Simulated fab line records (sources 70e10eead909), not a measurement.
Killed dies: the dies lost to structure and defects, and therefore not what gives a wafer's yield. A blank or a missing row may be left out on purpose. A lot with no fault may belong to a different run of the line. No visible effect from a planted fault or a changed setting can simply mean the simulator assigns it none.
Which of the tools did it? + flow nand-harc + 13 lots, 39 wafers sampled, at 5 steps of a route of 1302

WHAT THE GAUGES SHOWED, per wafer
NHARC_END_SORT_01.
| lot  | measured     | on        | killed-at-array | killed-at-other | killed-at-periphery | killed-dies | killed-open | killed-short |
|------|--------------|-----------|-----------------|-----------------|---------------------|-------------|-------------|--------------|
| L246 | day 31 00:32 | prober-01 | 34 37 101       | 2 1 2           | 8 7 5               | 44 45 108   | 3 3 1       | 2 1 2        |

EACH LOT AND THE TOOL THAT RAN IT (in order: tool; ch and the chambers of the sampled wafers; start)
| lot  | NHARC_A_STAIRCASE_TRIM_226         | NHARC_A_BONDPAD_PVD_27                  | NHARC_A_BONDPAD_ANNEAL_28        | NHARC_THIN_TSV_ETCH_15           |
|------|------------------------------------|-----------------------------------------|----------------------------------|----------------------------------|
| L230 | rie-diel-08 ch 0,1,3, day 16 05:29 | pvd-sputter-01, day 23 18:49 or earlier | rtp-anneal-01 ch 0, day 23 18:49 | rie-si-04 ch 0,2, day 24 10:07   |
| L229 | rie-diel-01 ch 0,1,2, day 16 20:07 | pvd-sputter-02, day 23 23:11 or earlier | rtp-anneal-02 ch 0, day 23 23:11 | rie-si-02 ch 1,2,3, day 24 13:41 |
| L232 | rie-diel-11 ch 2,3, day 17 04:42   | pvd-sputter-02, day 24 01:33 or earlier | rtp-anneal-02 ch 0, day 24 01:33 | rie-si-04 ch 0,2, day 24 14:35   |
| L233 | rie-diel-11 ch 0,2, day 17 08:26   | pvd-sputter-01, day 24 03:19 or earlier | rtp-anneal-02 ch 0, day 24 03:19 | rie-si-02 ch 1,3, day 24 17:38   |
| L235 | rie-diel-08 ch 1,2,3, day 18 01:46 | pvd-sputter-01, day 24 16:40 or earlier | rtp-anneal-02 ch 0, day 24 16:40 | rie-si-02 ch 0,1,3, day 25 08:59 |
| L234 | rie-diel-11 ch 0,2,3, day 18 06:40 | pvd-sputter-03, day 24 23:42 or earlier | rtp-anneal-02 ch 0, day 24 23:42 | rie-si-03 ch 0,1, day 25 13:28   |
| L237 | rie-diel-01 ch 2,3, day 19 16:05   | pvd-sputter-01, day 26 22:08 or earlier | rtp-anneal-01 ch 0, day 26 22:08 | rie-si-03 ch 0,3, day 27 11:58   |
| L236 | rie-diel-08 ch 0,2,3, day 19 23:51 | pvd-sputter-01, day 27 02:32 or earlier | rtp-anneal-01 ch 0, day 27 02:32 | rie-si-02 ch 1,2,3, day 27 16:56 |
| L238 | rie-diel-11 ch 0,1,2, day 20 08:05 | pvd-sputter-03, day 27 03:08 or earlier | rtp-anneal-01 ch 0, day 27 03:08 | rie-si-04 ch 0,2,3, day 27 17:41 |
| L240 | rie-diel-01 ch 1,2, day 20 17:34   | pvd-sputter-03, day 27 17:34 or earlier | rtp-anneal-01 ch 0, day 27 17:34 | rie-si-02 ch 0,1,3, day 28 07:34 |
| L244 | rie-diel-01 ch 0,1, day 21 21:32   | pvd-sputter-01, day 28 22:30 or earlier | rtp-anneal-02 ch 0, day 28 22:30 | rie-si-04 ch 0,1,2, day 29 14:12 |
| L246 | rie-diel-01 ch 1,2,3, day 22 20:47 | pvd-sputter-03, day 29 14:43 or earlier | rtp-anneal-01 ch 0, day 29 14:43 | rie-si-04 ch 0,1,3, day 30 10:19 |
| L251 | rie-diel-08 ch 0,1,3, day 25 08:21 | pvd-sputter-02, day 33 04:33 or earlier | rtp-anneal-02 ch 0, day 33 04:33 | rie-si-03 ch 1,2,3, day 33 23:22 |
- NHARC_A_STAIRCASE_TRIM_226: chemistry O2, time 211.2 s.
- NHARC_A_BONDPAD_PVD_27: deposits Cu, target thk 30 nm, time 20.49 s.
- NHARC_A_BONDPAD_ANNEAL_28: time 90 s.
- NHARC_THIN_TSV_ETCH_15: target depth 3000 nm, bosch target overetch cycles 2, bosch etch step 2.8 s.

AS READ BY THE TOOLS THEMSELVES (means over the sampled wafers that have a number; for cases with no such wafer, the mark the record gives instead)
NHARC_A_STAIRCASE_TRIM_226.
| lot  | tool        | drypump-motor-current-A (A) | oes-product-au (a.u.) | rf-vpp-V (V) | showerhead-plenum-p-Torr (Torr) | throttle-valve-pct (%) |
|------|-------------|-----------------------------|-----------------------|--------------|---------------------------------|------------------------|
| L230 | rie-diel-08 | 5.6                         | 0.993                 | 57.2         | 3.58                            | 17.036                 |
| L229 | rie-diel-01 | 5.8                         | 1.000                 | 58.5         | 3.38                            | 17.030                 |
| L232 | rie-diel-11 | 5.3                         | 1.017                 | 58.5         | 3.69                            | 17.025                 |
| L233 | rie-diel-11 | 6.3                         | 1.002                 | 57.8         | 3.58                            | 17.039                 |
| L235 | rie-diel-08 | 5.7                         | 0.999                 | 57.4         | 3.53                            | 17.039                 |
| L234 | rie-diel-11 | 5.8                         | 1.013                 | 57.9         | 3.63                            | 17.047                 |
| L237 | rie-diel-01 | 5.9                         | 0.993                 | 57.3         | 3.37                            | 17.034                 |
| L236 | rie-diel-08 | 5.6                         | 1.005                 | 57.7         | 3.50                            | 17.034                 |
| L238 | rie-diel-11 | 5.7                         | 1.012                 | 57.2         | 3.55                            | 17.039                 |
| L240 | rie-diel-01 | 6.1                         | 1.011                 | 57.5         | 3.39                            | 17.032                 |
| L244 | rie-diel-01 | 5.7                         | 1.013                 | 57.5         | 3.63                            | 17.033                 |
| L246 | rie-diel-01 | 5.9                         | 1.002                 | 57.8         | 3.41                            | 17.031                 |
| L251 | rie-diel-08 | 5.6                         | 1.008                 | 57.9         | 3.54                            | 17.031                 |

NHARC_A_BONDPAD_PVD_27.
| lot  | tool           | throttle-valve-pct (%) |
|------|----------------|------------------------|
| L230 | pvd-sputter-01 | 30.0                   |
| L229 | pvd-sputter-02 | 28.6                   |
| L232 | pvd-sputter-02 | 29.6                   |
| L233 | pvd-sputter-01 | 30.0                   |
| L235 | pvd-sputter-01 | 30.2                   |
| L234 | pvd-sputter-03 | 28.6                   |
| L237 | pvd-sputter-01 | 29.2                   |
| L236 | pvd-sputter-01 | 29.2                   |
| L238 | pvd-sputter-03 | 28.5                   |
| L240 | pvd-sputter-03 | 28.2                   |
| L244 | pvd-sputter-01 | 29.7                   |
| L246 | pvd-sputter-03 | 28.7                   |
| L251 | pvd-sputter-02 | 30.5                   |

NHARC_A_BONDPAD_ANNEAL_28.
| lot  | tool          | wafer_temp_C_max |
|------|---------------|------------------|
| L230 | rtp-anneal-01 | 225.93           |
| L229 | rtp-anneal-02 | 226.11           |
| L232 | rtp-anneal-02 | 226.00           |
| L233 | rtp-anneal-02 | 226.23           |
| L235 | rtp-anneal-02 | 225.89           |
| L234 | rtp-anneal-02 | 226.25           |
| L237 | rtp-anneal-01 | 226.04           |
| L236 | rtp-anneal-01 | 225.96           |
| L238 | rtp-anneal-01 | 225.75           |
| L240 | rtp-anneal-01 | 226.08           |
| L244 | rtp-anneal-02 | 226.07           |
| L246 | rtp-anneal-01 | 226.02           |
| L251 | rtp-anneal-02 | 226.12           |

NHARC_THIN_TSV_ETCH_15.
| lot  | tool      | drypump-motor-current-A (A) |
|------|-----------|-----------------------------|
| L230 | rie-si-04 | 5.8                         |
| L229 | rie-si-02 | 5.5                         |
| L232 | rie-si-04 | 5.8                         |
| L233 | rie-si-02 | 5.7                         |
| L235 | rie-si-02 | 5.9                         |
| L234 | rie-si-03 | 6.0                         |
| L237 | rie-si-03 | 6.2                         |
| L236 | rie-si-02 | 5.6                         |
| L238 | rie-si-04 | 5.5                         |
| L240 | rie-si-02 | 5.9                         |
| L244 | rie-si-04 | 5.8                         |
| L246 | rie-si-04 | 5.5                         |
| L251 | rie-si-03 | 5.8                         |

THE ANSWER, worked out from the rows above alone
Rule: what is usual is taken from the lots themselves. Put in order of their means at a reading, lots are off if they are a third of the lots or fewer, leave a main group of 4 or more, and stand apart from it by a gap of 3 or more times the standard deviation of the main group's means; of several such gaps the widest counts. If all means in a main group match to the digits the tables above print for the reading, that group is not used. Also off: a lot with no number at a reading for which 4 or more lots have one. Any other lot the step has rows for is counted as sound. Order of review: gauges by route order, followed by the tools' own readings, for which a lot's mean as printed above is used. The first step at which some lot is off is used, and at that step the reading that is off furthest; a lot without a number counts as furthest.
No lot is off on any of the readings shown, so nothing can be concluded from this.

WHAT THE SIMULATOR HAD PUT IN
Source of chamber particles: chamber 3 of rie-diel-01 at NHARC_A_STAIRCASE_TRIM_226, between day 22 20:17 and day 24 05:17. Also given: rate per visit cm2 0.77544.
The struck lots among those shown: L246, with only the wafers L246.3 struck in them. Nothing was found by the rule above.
